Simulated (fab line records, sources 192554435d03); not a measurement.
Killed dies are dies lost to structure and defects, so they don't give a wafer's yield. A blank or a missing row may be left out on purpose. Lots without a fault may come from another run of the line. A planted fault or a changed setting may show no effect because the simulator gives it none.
fab line records | flow n5_finfet
record lots=24 wafers=72 last_day=18
route steps=1938 shown BEOL_M0@746 BEOL_M1@768
lots that met no fault: from a run of the same line without faults
start_h: hours from the record's first day to the start of the lot's first wafer shown | wait_h: hours since the lot's step before | " the same as in the row above | L1.1+2: a row that stands for several wafers | - no value, or no start given | * or withheld: withheld | < > ~ a bound
route shown NAME@n: a module of which the file shows steps, and the number in the route of the first | usual: mean/standard deviation of fault-free wafers | same: alike in all rows | chamber/n: place in a boat | sites: the reading at each site | _std_site: their standard deviation | _edge_site: outer sites' mean less inner sites' | radius_mm: how far each site lies from the wafer's centre | mask NAME#n: copy n | behind: the tool/chamber that last shaped the wafer | hold: why the lot was held/for how many hours/how that ended | device: the transistor (n, p or np) that didn't switch | end of line: the same wafers' tests at the end of the route | a step without rows: its recipe alone | killed: dies lost to structure and defects at the first sort, not the wafer's yield | map: a wafer's dies, x killed, . not, _ none there
set.NAME: the setting as run; set.NAME@STEP: as run at that earlier step | model.NAME: the simulator's own value behind a step, which no gauge read
steps of the route over a sample of lots; a table a step, a row a wafer
services: from which hour (start_h, from the record's first day; less than 0 if before it) a tool's chamber was out of use, for how many hours, and why
## steps
# step N5_BEOL_M0_CO_CAP_123
# recipe material=Co target_thk_a=20 temp_c=200 precursor=CCTBA/H2 pressure_torr=30 time_s=102.1
# usual heater_power_w=242/20
# columns lot.wafer tool chamber start_h wait_h heater_power_w
L074.3 cvd_co-01 1 127.01 0.0 224
L074.5 " 1 " " 224
L074.6 " 2 " " 269
L075.2 cvd_co-01 0 129.64 0.0 221
L075.5 " 0 " " 213
L075.6 " 1 " " 218
L076.1 cvd_co-01 1 131.19 0.0 223
L076.4 " 1 " " 226
L076.6 " 0 " " 220
L077.2 cvd_co-01 1 139.88 0.0 226
L077.3 " 2 " " 275
L077.4 " 0 " " 219
L078.3 cvd_co-02 2 147.85 0.0 261
L078.4 " 0 " " 253
L078.6 " 1 " " 247
L079.1 cvd_co-01 2 149.52 0.0 267
L079.4 " 2 " " 273
L079.6 " 0 " " 216
L080.1 cvd_co-02 1 156.31 0.0 242
L080.2 " 2 " " 260
L080.3 " 0 " " 257
L081.2 cvd_co-01 1 161.40 0.0 219
L081.4 " 1 " " 221
L081.6 " 2 " " 266
L082.2 cvd_co-01 0 171.47 0.0 216
L082.3 " 2 " " 272
L082.6 " 1 " " 218
L083.1 cvd_co-01 1 177.14 0.0 225
L083.3 " 2 " " 266
L083.6 " 0 " " 221
L084.1 cvd_co-01 0 177.92 0.0 218
L084.2 " 2 " " 272
L084.5 " 0 " " 215
L085.4 cvd_co-02 1 194.99 0.0 242
L085.5 " 0 " " 260
L085.6 " 2 " " 258
L086.2 cvd_co-02 2 195.21 0.0 259
L086.4 " 1 " " 242
L086.6 " 2 " " 260
L087.1 cvd_co-02 1 201.32 0.0 247
L087.2 " 2 " " 255
L087.3 " 0 " " 256
L088.1 cvd_co-02 2 202.16 0.0 258
L088.2 " 0 " " 258
L088.3 " 1 " " 237
L089.1 cvd_co-01 1 209.87 0.0 224
L089.3 " 2 " " 267
L089.4 " 1 " " 230
L090.2 cvd_co-01 0 216.20 0.0 213
L090.3 " 2 " " 265
L090.5 " 0 " " 214
L091.3 cvd_co-02 0 218.03 0.0 258
L091.4 " 0 " " 257
L091.6 " 1 " " 242
L093.1 cvd_co-02 0 237.10 0.0 250
L093.4 " 0 " " 251
L093.6 " 1 " " 252
L092.2 cvd_co-01 1 237.54 0.0 225
L092.4 " 0 " " 216
L092.6 " 1 " " 235
L094.1 cvd_co-02 1 240.70 0.0 252
L094.2 " 0 " " 256
L094.3 " 2 " " 260
L095.3 cvd_co-01 0 253.30 0.1 219
L095.5 " 0 " " 215
L095.6 " 0 " " 219
L096.2 cvd_co-01 0 261.15 0.0 210
L096.3 " 0 " " 216
L096.5 " 1 " " 226
L097.2 cvd_co-02 1 266.91 0.0 247
L097.4 " 2 " " 260
L097.5 " 1 " " 245
# step N5_BEOL_M1_ETCH_74
# recipe chemistry=N2/H2 target=underlayer target_depth_a=65 mask_material=CAR-EUV time_s=5.2 ion_energy_ev=200 pressure_mtorr=30 source_w=840 bias_w=150 n2_flow_sccm=200 h2_flow_sccm=200 ends=cleared
# usual drypump_motor_current_A=5.9/0.44 etch_rf_on_time_s=5.19/0.17 oes_product_au=0.65/0.061 rf_vpp_V=523/3.2 showerhead_plenum_p_Torr=2.53/0.11 throttle_valve_pct=17.97/0.28
# columns lot.wafer tool chamber start_h wait_h drypump_motor_current_A etch_rf_on_time_s oes_product_au rf_hours_counter_h rf_vpp_V showerhead_plenum_p_Torr throttle_valve_pct
L074.3 rie_diel-01 0 128.47 0.0 5.5 5.35 0.62 204 522 2.53 18.13
L074.5 " 1 " " 5.5 5.06 0.61 - 526 2.59 18.11
L074.6 " 3 " " 5.4 5.11 0.67 - 524 2.59 18.47
L075.2 rie_diel-03 0 131.36 0.0 5.8 5.25 0.65 138 526 2.65 18.17
L075.5 " 2 " " 6.3 5.49 0.58 - 528 2.63 17.92
L075.6 " 1 " " 6.8 5.19 0.61 - 521 2.42 18.04
L076.1 rie_diel-01 0 132.73 0.0 5.5 5.36 0.59 206 525 2.53 18.15
L076.4 " 1 " " 5.5 5.09 0.61 - 526 2.59 18.12
L076.6 " 0 " " 5.5 5.38 0.60 - 524 2.53 18.13
L077.2 rie_diel-06 0 142.43 0.0 6.5 5.01 0.66 173 521 2.44 17.57
L077.3 " 2 " " 5.6 5.02 0.62 234 521 2.48 18.25
L077.4 " 3 " " 5.9 4.96 0.68 115 517 2.36 17.64
L078.3 rie_diel-03 0 149.71 0.0 5.7 5.24 0.64 144 528 2.65 18.19
L078.4 " 2 " " 6.2 5.40 0.59 188 528 2.63 17.93
L078.6 " 0 " " 5.8 5.22 0.66 - 528 2.65 18.20
L079.1 rie_diel-03 3 150.48 0.0 5.8 5.07 0.68 100 521 2.48 17.63
L079.4 " 2 " " 6.2 5.49 0.58 188 527 2.63 17.94
L079.6 " 0 " " 5.7 5.34 0.64 - 526 2.65 18.18
L080.1 rie_diel-06 2 158.17 0.0 5.6 5.02 0.61 238 521 2.48 18.25
L080.2 " 3 " " 5.8 4.93 0.68 119 518 2.35 17.64
L080.3 " 0 " " 6.5 5.00 0.64 177 522 2.44 17.61
L081.2 rie_diel-01 0 163.67 0.0 5.5 5.44 0.59 216 524 2.53 18.12
L081.4 " 3 " " 5.4 5.17 0.66 133 526 2.59 18.49
L081.6 " 3 " " 5.4 5.21 0.65 - 523 2.58 18.50
L082.2 rie_diel-06 3 174.27 0.0 5.9 4.99 0.67 124 518 2.35 17.64
L082.3 " 2 " " 5.7 5.09 0.60 243 519 2.48 18.28
L082.6 " 3 " " 5.9 5.04 0.66 - 517 2.35 17.68
L083.1 rie_diel-06 0 179.66 0.0 6.5 5.06 0.64 183 522 2.44 17.60
L083.3 " 1 " " 6.5 5.43 0.74 33 525 2.71 17.83
L083.6 " 2 " " 5.6 5.14 0.60 - 524 2.48 18.28
L084.1 rie_diel-01 2 179.80 0.0 5.4 5.37 0.62 184 525 2.64 18.04
L084.2 " 0 " " 5.5 5.32 0.59 221 526 2.53 18.16
L084.5 " 2 " " 5.4 5.35 0.61 - 525 2.64 18.02
L085.4 rie_diel-06 2 196.26 0.0 5.6 5.10 0.59 249 522 2.48 18.24
L085.5 " 1 " " 6.5 5.37 0.74 - 527 2.71 17.83
L085.6 " 0 " " 6.5 5.03 0.64 - 519 2.43 17.62
L086.2 rie_diel-06 1 198.08 0.0 6.5 5.36 0.73 39 526 2.71 17.83
L086.4 " 0 " " 6.5 5.07 0.64 189 521 2.43 17.61
L086.6 " 3 " " 5.9 4.95 0.67 - 517 2.35 17.66
L087.1 rie_diel-06 3 203.79 0.0 5.9 5.00 0.66 132 517 2.35 17.65
L087.2 " 0 " " 6.5 5.06 0.64 190 520 2.43 17.60
L087.3 " 1 " " 6.5 5.40 0.73 40 527 2.71 17.84
L088.1 rie_diel-03 0 204.14 0.0 5.8 5.27 0.64 164 526 2.64 18.21
L088.2 " 3 " " 5.9 5.02 0.67 120 523 2.47 17.66
L088.3 " 2 " " 6.2 5.46 0.58 210 528 2.62 17.97
L089.1 rie_diel-06 0 211.81 0.0 6.5 4.96 0.64 193 518 2.43 17.60
L089.3 " 3 " " 5.9 4.96 0.65 135 519 2.35 17.68
L089.4 " 3 " " 5.9 4.91 0.68 - 519 2.35 17.66
L090.2 rie_diel-01 1 217.79 0.0 5.5 5.16 0.80 9 526 2.58 17.68
L090.3 " 2 " " 5.4 5.37 0.62 197 524 2.64 18.07
L090.5 " 1 " " 5.5 5.19 0.79 - 527 2.58 17.67
L091.3 rie_diel-01 2 219.57 0.0 5.4 5.38 0.60 198 526 2.64 18.05
L091.4 " 1 " " 5.5 5.20 0.80 - 526 2.58 17.68
L091.6 " 0 " " 5.5 5.39 0.59 - 523 2.52 18.18
L093.1 rie_diel-01 1 239.12 0.0 5.5 5.20 0.79 15 525 2.57 17.70
L093.4 " 2 " " 5.4 5.34 0.60 204 523 2.63 18.06
L093.6 " 2 " " 5.5 5.40 0.60 - 526 2.63 18.04
L092.2 rie_diel-01 1 239.34 0.0 5.5 5.16 0.78 15 526 2.57 17.69
L092.4 " 3 " " 5.4 5.24 0.64 153 524 2.58 18.53
L092.6 " 1 " " 5.5 5.15 0.78 - 526 2.57 17.70
L094.1 rie_diel-06 2 241.87 0.0 5.6 4.91 0.83 5 522 2.47 17.90
L094.2 " 1 " " 6.5 5.31 0.73 52 528 2.70 17.86
L094.3 " 0 " " 6.5 4.98 0.63 203 520 2.43 17.64
L095.3 rie_diel-03 2 257.02 0.0 6.2 5.46 0.56 226 527 2.61 18.00
L095.5 " 0 " " 5.8 5.27 0.63 - 528 2.64 18.26
L095.6 " 3 " " 5.9 5.09 0.65 - 521 2.46 17.66
L096.2 rie_diel-03 0 262.95 0.0 5.7 5.34 0.62 181 525 2.64 18.24
L096.3 " 2 " " 6.2 5.44 0.56 228 525 2.61 17.99
L096.5 " 3 " " 5.9 4.99 0.66 - 521 2.46 17.67
L097.2 rie_diel-01 3 270.00 0.0 5.4 5.25 0.62 163 526 2.57 18.55
L097.4 " 1 " " 5.5 5.09 0.78 - 527 2.57 17.72
L097.5 " 3 " " 5.4 5.25 0.63 - 523 2.57 18.56
# step N5_BEOL_M1_ETCH_69
# recipe chemistry=CF4 target=SiARC target_depth_a=156 mask_material=CAR-EUV time_s=26 ion_energy_ev=80 pressure_mtorr=40 source_w=545 bias_w=36 Ar_flow_sccm=100 cf4_flow_sccm=100 ends=cleared
# usual drypump_motor_current_A=6.0/0.46 etch_rf_on_time_s=26.0/0.88 oes_product_au=0.64/0.06 rf_vpp_V=183.9/1.2 showerhead_plenum_p_Torr=2.13/0.086 throttle_valve_pct=15.71/0.3
# columns lot.wafer tool chamber start_h wait_h drypump_motor_current_A etch_rf_on_time_s oes_product_au rf_hours_counter_h rf_vpp_V showerhead_plenum_p_Torr throttle_valve_pct
L074.3 rie_diel-03 1 129.43 0.0 6.8 26.0 0.60 186 181.7 2.05 15.94
L074.5 " 2 " " 6.2 27.7 0.59 - 183.9 2.23 15.92
L074.6 " 3 " " 5.8 25.4 0.69 - 183.9 2.08 15.23
L075.2 rie_diel-03 1 132.46 0.0 6.8 25.4 0.60 187 182.7 2.05 15.94
L075.5 " 2 " " 6.2 27.3 0.59 - 183.0 2.23 15.92
L075.6 " 1 " " 6.8 25.6 0.60 - 183.1 2.05 15.95
L076.1 rie_diel-01 1 133.74 0.0 5.5 25.2 0.61 237 185.5 2.20 16.04
L076.4 " 3 " " 5.4 25.4 0.68 - 183.8 2.17 15.99
L076.6 " 1 " " 5.5 24.9 0.61 - 185.1 2.20 16.04
L077.2 rie_diel-03 0 143.31 0.0 5.8 26.5 0.65 142 185.1 2.22 15.89
L077.3 " 1 " " 6.8 26.2 0.60 191 183.6 2.05 15.96
L077.4 " 1 " " 6.8 26.1 0.60 - 183.4 2.05 15.96
L078.3 rie_diel-01 2 150.82 0.0 5.4 26.8 0.62 173 184.5 2.21 15.70
L078.4 " 1 " " 5.5 25.2 0.61 243 184.2 2.20 16.06
L078.6 " 0 " " 5.5 26.6 0.61 - 184.2 2.14 15.94
L079.1 rie_diel-06 0 151.50 0.0 6.5 25.0 0.65 176 183.1 2.05 15.31
L079.4 " 2 " " 5.6 25.6 0.60 236 183.6 2.10 16.10
L079.6 " 1 " " 6.5 26.4 0.76 - 185.4 2.26 15.46
L080.1 rie_diel-01 0 159.65 0.0 5.5 26.9 0.60 214 182.5 2.14 15.95
L080.2 " 2 " " 5.4 26.9 0.62 176 184.8 2.21 15.69
L080.3 " 1 " " 5.5 25.2 0.60 246 185.2 2.20 16.06
L081.2 rie_diel-06 1 164.77 0.0 6.5 26.5 0.76 31 186.3 2.26 15.47
L081.4 " 0 " " 6.5 24.6 0.66 180 182.8 2.04 15.32
L081.6 " 3 " " 5.9 24.5 0.68 - 183.2 1.99 15.32
L082.2 rie_diel-06 1 175.29 0.0 6.5 26.8 0.75 33 186.2 2.26 15.47
L082.3 " 3 " " 5.9 24.9 0.67 124 182.0 1.99 15.34
L082.6 " 0 " " 6.6 25.1 0.66 - 183.0 2.04 15.33
L083.1 rie_diel-01 0 180.60 0.0 5.5 26.5 0.60 221 183.3 2.13 15.95
L083.3 " 2 " " 5.4 26.8 0.61 184 184.6 2.21 15.71
L083.6 " 3 " " 5.4 25.4 0.66 - 184.5 2.16 16.02
L084.1 rie_diel-01 0 180.71 0.0 5.5 26.8 0.59 221 183.2 2.13 15.95
L084.2 " 2 " " 5.5 26.8 0.62 184 186.0 2.21 15.70
L084.5 " 3 " " 5.4 25.7 0.65 - 183.9 2.16 16.02
L085.4 rie_diel-06 1 197.60 0.0 6.5 27.2 0.73 39 185.9 2.26 15.48
L085.5 " 3 " " 5.9 25.1 0.67 - 182.4 1.99 15.34
L085.6 " 0 " " 6.6 25.0 0.65 - 182.6 2.04 15.35
L086.2 rie_diel-03 3 199.06 0.0 5.8 25.5 0.67 117 183.0 2.07 15.29
L086.4 " 2 " " 6.2 27.8 0.57 207 184.9 2.22 15.94
L086.6 " 2 " " 6.2 27.9 0.57 - 183.3 2.22 15.95
L087.1 rie_diel-03 2 204.88 0.0 6.2 27.5 0.57 210 184.4 2.22 15.95
L087.2 " 1 " " 6.8 26.3 0.59 206 182.0 2.05 15.98
L087.3 " 3 " " 5.8 25.4 0.67 120 183.6 2.07 15.30
L088.1 rie_diel-06 1 205.15 0.0 6.5 26.6 0.74 40 183.7 2.26 15.49
L088.2 " 0 " " 6.5 24.6 0.65 191 182.9 2.04 15.34
L088.3 " 3 " " 5.8 25.0 0.67 133 182.8 1.99 15.36
L089.1 rie_diel-03 1 212.88 0.0 6.9 25.8 0.60 208 183.5 2.05 15.97
L089.3 " 2 " " 6.2 27.4 0.57 212 185.5 2.22 15.97
L089.4 " 0 " " 5.7 26.8 0.62 166 183.5 2.22 15.93
L090.2 rie_diel-01 0 218.68 0.0 5.5 26.6 0.59 236 184.8 2.13 15.98
L090.3 " 1 " " 5.5 25.7 0.81 10 184.0 2.19 15.58
L090.5 " 1 " " 5.5 25.5 0.81 - 184.4 2.19 15.56
L091.3 rie_diel-03 0 220.46 0.0 5.7 26.9 0.62 169 185.5 2.22 15.94
L091.4 " 3 " " 5.8 25.2 0.67 125 184.5 2.07 15.30
L091.6 " 3 " " 5.8 25.2 0.67 - 184.1 2.07 15.29
L093.1 rie_diel-06 0 240.13 0.0 6.5 24.9 0.64 202 182.7 2.04 15.37
L093.4 " 2 " " 5.6 24.7 0.84 4 183.0 2.10 15.65
L093.6 " 1 " " 6.5 26.5 0.72 - 185.6 2.25 15.51
L092.2 rie_diel-06 0 240.24 0.0 6.5 25.1 0.64 202 182.4 2.04 15.38
L092.4 " 1 " " 6.5 26.9 0.72 52 185.5 2.25 15.51
L092.6 " 0 " " 6.5 25.1 0.63 - 181.6 2.04 15.37
L094.1 rie_diel-06 0 242.84 0.0 6.5 24.9 0.64 203 183.0 2.04 15.37
L094.2 " 1 " " 6.5 26.2 0.72 52 184.8 2.25 15.52
L094.3 " 3 " " 5.9 24.7 0.65 145 181.7 1.98 15.37
L095.3 rie_diel-03 0 258.26 0.0 5.7 26.7 0.63 180 185.8 2.21 15.96
L095.5 " 1 " " 6.8 26.1 0.59 - 182.3 2.04 16.01
L095.6 " 0 " " 5.7 26.7 0.62 - 184.7 2.21 15.97
L096.2 rie_diel-01 2 263.91 0.0 5.4 26.7 0.60 211 185.1 2.20 15.75
L096.3 " 1 " " 5.5 25.4 0.78 22 184.6 2.19 15.61
L096.5 " 0 " " 5.5 26.6 0.58 - 184.8 2.13 16.00
L097.2 rie_diel-03 2 271.02 0.0 6.2 27.4 0.56 229 185.2 2.22 16.01
L097.4 " 1 " " 6.8 25.9 0.58 225 183.6 2.04 16.01
L097.5 " 2 " " 6.2 27.4 0.56 - 184.4 2.22 16.00
# step N5_BEOL_M1_STRIP_97
# recipe chemistry=N2/H2 time_s=10 power_w=450 temp_c=40 pressure_mtorr=20 rf_frequency_hz=6e+07 bias_power_w=7 n2_flow_sccm=200 h2_flow_sccm=200
# usual drypump_motor_current_A=5.9/0.46 oes_product_au=0.75/0.073 rf_vpp_V=59.2/0.92 showerhead_plenum_p_Torr=2.53/0.1 throttle_valve_pct=23.8/0.32
# columns lot.wafer tool chamber start_h wait_h drypump_motor_current_A oes_product_au rf_hours_counter_h rf_vpp_V showerhead_plenum_p_Torr throttle_valve_pct
L074.3 rie_diel-03 2 - - 6.2 0.71 184 58.6 2.63 23.5
L074.5 " 3 " " 5.8 0.80 - 58.7 2.47 23.4
L074.6 " 2 " " 6.2 0.71 - 59.2 2.63 23.5
L075.2 rie_diel-03 1 - - 6.8 0.69 188 59.1 2.41 23.8
L075.5 " 0 " " 5.7 0.78 - 60.7 2.65 24.1
L075.6 " 1 " " 6.9 0.69 - 61.3 2.41 23.8
L076.1 rie_diel-01 1 - - 5.5 0.70 238 59.9 2.58 23.8
L076.4 " 2 " " 5.4 0.73 168 59.7 2.64 23.8
L076.6 " 1 " " 5.5 0.70 - 59.6 2.58 23.8
L077.2 rie_diel-03 0 - - 5.8 0.78 143 60.0 2.65 24.1
L077.3 " 1 " " 6.8 0.68 192 59.4 2.41 23.8
L077.4 " 1 " " 6.8 0.68 - 57.7 2.41 23.8
L078.3 rie_diel-03 2 - - 6.2 0.71 189 59.6 2.63 23.5
L078.4 " 3 " " 5.8 0.79 101 59.3 2.47 23.4
L078.6 " 2 " " 6.2 0.71 - 59.0 2.63 23.5
L079.1 rie_diel-01 2 - - 5.4 0.73 175 59.9 2.64 23.8
L079.4 " 0 " " 5.5 0.70 213 58.0 2.52 24.0
L079.6 " 1 " " 5.5 0.70 - 58.7 2.58 23.8
L080.1 rie_diel-06 0 - - 6.5 0.75 179 59.1 2.43 23.3
L080.2 " 3 " " 5.8 0.79 120 57.5 2.35 23.5
L080.3 " 1 " " 6.5 0.90 29 60.6 2.71 23.6
L081.2 rie_diel-06 0 - - 6.5 0.74 180 59.3 2.43 23.3
L081.4 " 3 " " 5.9 0.78 122 57.5 2.35 23.5
L081.6 " 3 " " 5.9 0.78 - 59.3 2.35 23.5
L082.2 rie_diel-01 0 - - 5.5 0.69 219 58.6 2.52 24.0
L082.3 " 3 " " 5.4 0.78 138 59.7 2.58 24.6
L082.6 " 1 " " 5.5 0.69 - 60.2 2.58 23.8
L083.1 rie_diel-03 3 - - 5.8 0.78 111 60.4 2.47 23.5
L083.3 " 0 " " 5.8 0.77 156 59.4 2.64 24.1
L083.6 " 0 " " 5.8 0.76 - 59.3 2.64 24.1
L084.1 rie_diel-06 3 - - 5.9 0.79 126 58.7 2.35 23.5
L084.2 " 2 " " 5.6 0.70 245 60.4 2.47 24.0
L084.5 " 0 " " 6.5 0.75 - 57.0 2.43 23.3
L085.4 rie_diel-03 2 - - 6.2 0.70 207 57.4 2.62 23.5
L085.5 " 3 " " 5.8 0.78 - 59.7 2.46 23.5
L085.6 " 2 " " 6.2 0.70 - 59.6 2.62 23.5
L086.2 rie_diel-01 2 - - 5.4 0.73 191 59.3 2.64 23.8
L086.4 " 1 " " 5.5 0.97 3 60.3 2.58 23.4
L086.6 " 1 " " 5.5 0.97 - 58.8 2.57 23.4
L087.1 rie_diel-03 1 - - 6.8 0.68 206 59.3 2.40 23.8
L087.2 " 3 " " 5.8 0.78 120 59.5 2.46 23.5
L087.3 " 2 " " 6.3 0.69 210 60.7 2.62 23.5
L088.1 rie_diel-03 2 - - 6.2 0.69 211 60.8 2.62 23.5
L088.2 " 1 " " 6.9 0.68 207 57.5 2.40 23.8
L088.3 " 0 " " 5.8 0.75 165 59.9 2.64 24.1
L089.1 rie_diel-03 2 - - 6.2 0.69 213 59.7 2.62 23.5
L089.3 " 3 " " 5.9 0.78 124 58.4 2.46 23.5
L089.4 " 0 " " 5.8 0.76 167 59.1 2.64 24.1
L090.2 rie_diel-01 1 - - 5.5 0.92 11 59.2 2.57 23.4
L090.3 " 0 " " 5.5 0.68 237 59.2 2.51 24.0
L090.5 " 1 " " 5.5 0.93 - 60.8 2.57 23.4
L091.3 rie_diel-03 2 - - 6.2 0.69 216 60.3 2.61 23.5
L091.4 " 0 " " 5.7 0.75 170 59.4 2.64 24.1
L091.6 " 2 " " 6.2 0.68 - 60.4 2.61 23.5
L093.1 rie_diel-01 0 - - 5.5 0.68 242 59.4 2.51 24.0
L093.4 " 2 " " 5.4 0.71 205 59.6 2.63 23.8
L093.6 " 2 " " 5.4 0.70 - 58.0 2.63 23.8
L092.2 rie_diel-06 1 - - 6.5 0.86 54 59.6 2.70 23.6
L092.4 " 0 " " 6.5 0.73 205 58.1 2.42 23.3
L092.6 " 1 " " 6.5 0.85 - 60.9 2.70 23.7
L094.1 rie_diel-01 3 - - 5.4 0.75 160 58.6 2.57 24.6
L094.2 " 0 " " 5.5 0.68 248 60.7 2.51 24.0
L094.3 " 2 " " 5.4 0.70 211 59.4 2.63 23.8
L095.3 rie_diel-03 2 - - 6.2 0.68 227 58.2 2.61 23.5
L095.5 " 1 " " 6.8 0.66 - 58.8 2.40 23.8
L095.6 " 2 " " 6.2 0.68 - 59.0 2.61 23.5
L096.2 rie_diel-01 2 - - 5.4 0.71 211 59.3 2.63 23.8
L096.3 " 1 " " 5.5 0.91 22 57.5 2.57 23.4
L096.5 " 0 " " 5.5 0.68 - 59.3 2.51 24.0
L097.2 rie_diel-06 1 - - 6.5 0.85 61 58.8 2.70 23.7
L097.4 " 3 " " 5.9 0.75 153 58.3 2.34 23.5
L097.5 " 3 " " 5.9 0.75 - 60.1 2.34 23.5
# step N5_BEOL_M1_OCD_MEAS_38
# usual trench_depth_nm=54.9/1.2
# columns lot.wafer tool chamber start_h wait_h trench_depth_nm
L074.3 ocd-01 - 131.36 - 53.1
L074.5 " - " " 56.0
L074.6 " - " " 52.6
L075.2 ocd-01 - 134.18 - 54.2
L075.5 " - " " 54.2
L075.6 " - " " 53.6
L076.1 ocd-02 - 134.37 - 55.9
L076.4 " - " " 53.9
L076.6 " - " " 56.1
L077.2 ocd-02 - 146.12 - 55.0
L077.3 " - " " 53.9
L077.4 " - " " 53.9
L078.3 ocd-02 - 153.93 - 54.0
L078.4 " - " " 53.4
L078.6 " - " " 53.4
L079.1 ocd-02 - 154.68 - 54.6
L079.4 " - " " 53.7
L079.6 " - " " 56.6
L080.1 ocd-01 - 160.38 - 56.3
L080.2 " - " " 57.1
L080.3 " - " " 55.2
L081.2 ocd-01 - 167.81 - 55.9
L081.4 " - " " 56.8
L081.6 " - " " 56.1
L082.2 ocd-01 - 176.28 - 54.3
L082.3 " - " " 56.1
L082.6 " - " " 55.8
L083.1 ocd-01 - 181.99 - 56.6
L083.3 " - " " 54.6
L083.6 " - " " 54.2
L084.1 ocd-01 - 182.02 - 56.5
L084.2 " - " " 56.2
L084.5 " - " " 55.8
L085.4 ocd-01 - 199.52 - 54.7
L085.5 " - " " 56.0
L085.6 " - " " 54.2
L086.2 ocd-02 - 200.59 - 53.6
L086.4 " - " " 54.8
L086.6 " - " " 55.3
L087.1 ocd-01 - 206.62 - 53.6
L087.2 " - " " 55.2
L087.3 " - " " 53.3
L088.1 ocd-01 - 207.46 - 53.9
L088.2 " - " " 54.4
L088.3 " - " " 54.6
L089.1 ocd-02 - 216.25 - 54.2
L089.3 " - " " 56.2
L089.4 " - " " 53.8
L090.2 ocd-02 - 223.47 - 56.3
L090.3 " - " " 54.4
L090.5 " - " " 56.1
L091.3 ocd-01 - 223.81 - 53.3
L091.4 " - " " 54.5
L091.6 " - " " 53.1
L093.1 ocd-02 - 240.84 - 53.8
L093.4 " - " " 53.7
L093.6 " - " " 53.7
L092.2 ocd-02 - 250.35 - 55.3
L092.4 " - " " 55.9
L092.6 " - " " 55.3
L094.1 ocd-02 - 262.94 - 55.4
L094.2 " - " " 54.5
L094.3 " - " " 54.4
L095.3 ocd-01 - 262.95 - 54.4
L095.5 " - " " 54.9
L095.6 " - " " 54.2
L096.2 ocd-02 - 265.98 - 53.9
L096.3 " - " " 55.0
L096.5 " - " " 53.1
L097.2 ocd-01 - 272.96 - 55.5
L097.4 " - " " 55.6
L097.5 " - " " 55.9
# step N5_BEOL_M1_SURFACE_TREAT_85
# recipe gas=Ar time_s=* ion_energy_ev=* ion_current_ma_cm2=0.5 pressure_mtorr=* ar_flow_sccm=30
# usual throttle_valve_pct=*
# columns lot.wafer tool chamber start_h wait_h throttle_valve_pct
L074.3 pvd_sputter-03 - 132.39 0.2 *
L074.5 " - " " *
L074.6 " - " " *
L075.2 pvd_sputter-03 - 135.37 0.3 *
L075.5 " - " " *
L075.6 " - " " *
L076.1 pvd_sputter-03 - 135.41 0.2 *
L076.4 " - " " *
L076.6 " - " " *
L077.2 pvd_sputter-01 - 147.28 0.1 *
L077.3 " - " " *
L077.4 " - " " *
L078.3 pvd_sputter-03 - 154.78 0.2 *
L078.4 " - " " *
L078.6 " - " " *
L079.1 pvd_sputter-03 - 155.30 0.2 *
L079.4 " - " " *
L079.6 " - " " *
L080.1 pvd_sputter-03 - 161.04 0.2 *
L080.2 " - " " *
L080.3 " - " " *
L081.2 pvd_sputter-01 - 168.97 0.1 *
L081.4 " - " " *
L081.6 " - " " *
L082.2 pvd_sputter-01 - 176.91 0.2 *
L082.3 " - " " *
L082.6 " - " " *
L083.1 pvd_sputter-02 - 183.05 0.2 *
L083.3 " - " " *
L083.6 " - " " *
L084.1 pvd_sputter-02 - 183.09 0.2 *
L084.2 " - " " *
L084.5 " - " " *
L085.4 pvd_sputter-01 - 200.81 0.2 *
L085.5 " - " " *
L085.6 " - " " *
L086.2 pvd_sputter-02 - 201.54 0.4 *
L086.4 " - " " *
L086.6 " - " " *
L087.1 pvd_sputter-01 - 207.34 0.1 *
L087.2 " - " " *
L087.3 " - " " *
L088.1 pvd_sputter-02 - 208.18 0.3 *
L088.2 " - " " *
L088.3 " - " " *
L089.1 pvd_sputter-01 - 217.20 0.2 *
L089.3 " - " " *
L089.4 " - " " *
L090.2 pvd_sputter-02 - 224.43 0.1 *
L090.3 " - " " *
L090.5 " - " " *
L091.3 pvd_sputter-03 - 224.77 0.2 *
L091.4 " - " " *
L091.6 " - " " *
L093.1 pvd_sputter-03 - 241.46 0.2 *
L093.4 " - " " *
L093.6 " - " " *
L092.2 pvd_sputter-03 - 251.32 0.3 *
L092.4 " - " " *
L092.6 " - " " *
L094.1 pvd_sputter-02 - 263.62 0.1 *
L094.2 " - " " *
L094.3 " - " " *
L095.3 pvd_sputter-02 - 263.66 0.2 *
L095.5 " - " " *
L095.6 " - " " *
L096.2 pvd_sputter-01 - 267.01 0.2 *
L096.3 " - " " *
L096.5 " - " " *
L097.2 pvd_sputter-02 - 273.48 0.1 *
L097.4 " - " " *
L097.5 " - " " *
## services
# columns tool chamber start_h hours kind
cvd_co-01 - 115.75 1.1 repair
rie_diel-01 0 116.14 1.5 repair
rie_diel-01 2 127.11 6.6 repair
cvd_co-02 - 136.14 0.6 repair
rie_diel-03 2 140.26 5.8 repair
cvd_co-01 - 142.51 6.0 pm
rie_diel-06 1 154.34 5.2 repair
rie_diel-01 1 176.55 - clean
rie_diel-01 1 176.55 - consumable_replace:focus_ring
rie_diel-01 1 176.55 15.4 scheduled_down
rie_diel-01 1 176.55 15.4 vent_cycle
rie_diel-06 2 198.77 - clean
rie_diel-06 2 198.77 - consumable_replace:focus_ring
rie_diel-06 2 198.77 24.8 scheduled_down
rie_diel-06 - 199.41 3.9 repair
rie_diel-01 3 207.40 19.4 repair
cvd_co-01 - 225.40 8.7 repair
cvd_co-01 1 243.35 14.7 repair
cvd_co-01 2 245.00 16.6 repair
cvd_co-02 - 261.34 3.8 pm
rie_diel-01 0 267.70 - clean
rie_diel-01 0 267.70 - consumable_replace:focus_ring
rie_diel-01 0 267.70 39.1 scheduled_down
rie_diel-01 0 267.70 39.1 vent_cycle
## key
fault none
